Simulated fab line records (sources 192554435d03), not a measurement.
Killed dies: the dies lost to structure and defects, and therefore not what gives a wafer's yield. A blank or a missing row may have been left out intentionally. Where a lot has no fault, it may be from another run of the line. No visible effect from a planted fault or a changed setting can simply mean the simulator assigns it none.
Matching of chambers    flow n5 finfet    4 sister chambers for N5_BEOL_M10_STRIP_36 on rie diel-04
The step strips in N2/H2. 14 wafers are shown with their chamber, then 7 later ones without.

== WAFERS, EACH WITH ITS CHAMBER ==
wafer   chamber  showerhead plenum p Torr (Torr)  drypump motor current A (A)  oes product au (a.u.)
L883.1  1        2.60                             6.1                          0.69
L883.2  2        2.51                             6.4                          0.70
L883.5  3        2.44                             6.1                          0.79
L884.1  0        2.61                             6.6                          0.69
L884.2  1        2.61                             6.0                          0.68
L884.3  3        2.44                             6.1                          0.77
L886.2  0        2.61                             6.6                          0.69
L886.3  1        2.60                             6.1                          0.66
L886.5  3        2.44                             6.1                          0.78
L889.4  3        2.44                             6.1                          0.77
L889.5  2        2.51                             6.4                          0.68
L889.6  0        2.61                             6.6                          0.67
L890.3  0        2.61                             6.6                          0.69
L890.4  2        2.50                             6.4                          0.67

SIGNATURES (means of the wafers above)
reading                   chamber 0  chamber 1  chamber 2  chamber 3  scatter within a chamber
showerhead plenum p Torr  2.6100     2.6033     2.5067     2.4400     0.00365
drypump motor current A   6.600      6.067      6.400      6.100      0.0258
oes product au            0.6850     0.6767     0.6833     0.7775     0.0123
Rule: distance of a wafer from a chamber = root of the sum over the readings of ((wafer's reading minus chamber's mean) / reading's scatter) squared. The wafer belongs to the nearest chamber; if the next one is less than 2 further off, it can't be placed. The scatter: take each reading less its chamber's mean, square it, sum over the shown wafers, divide by the number of wafers less the number of chambers, and take the root.

== WAFERS MISSING THEIR CHAMBER ==
wafer   showerhead plenum p Torr (Torr)  drypump motor current A (A)  oes product au (a.u.)
L890.5  2.50                             6.4                          0.68
L897.1  2.50                             6.4                          0.94
L897.4  2.50                             6.3                          0.92
L897.5  2.59                             6.1                          0.90
L899.3  2.49                             6.4                          0.92
L899.5  2.60                             6.6                          0.94
L899.6  2.59                             6.1                          0.90

== CHAMBER TAKEN BY EACH ==
wafer   from the rows above      in truth
L890.5  2                        2
L897.1  2                        2
L897.4  can't be placed: 2 or 3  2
L897.5  1                        1
L899.3  can't be placed: 2 or 3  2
L899.5  0                        0
L899.6  1                        1
Correct placement for 5 of the 7. These rows do not allow placing 2 (true chamber among the candidates in 2). Placed wrongly: 0.
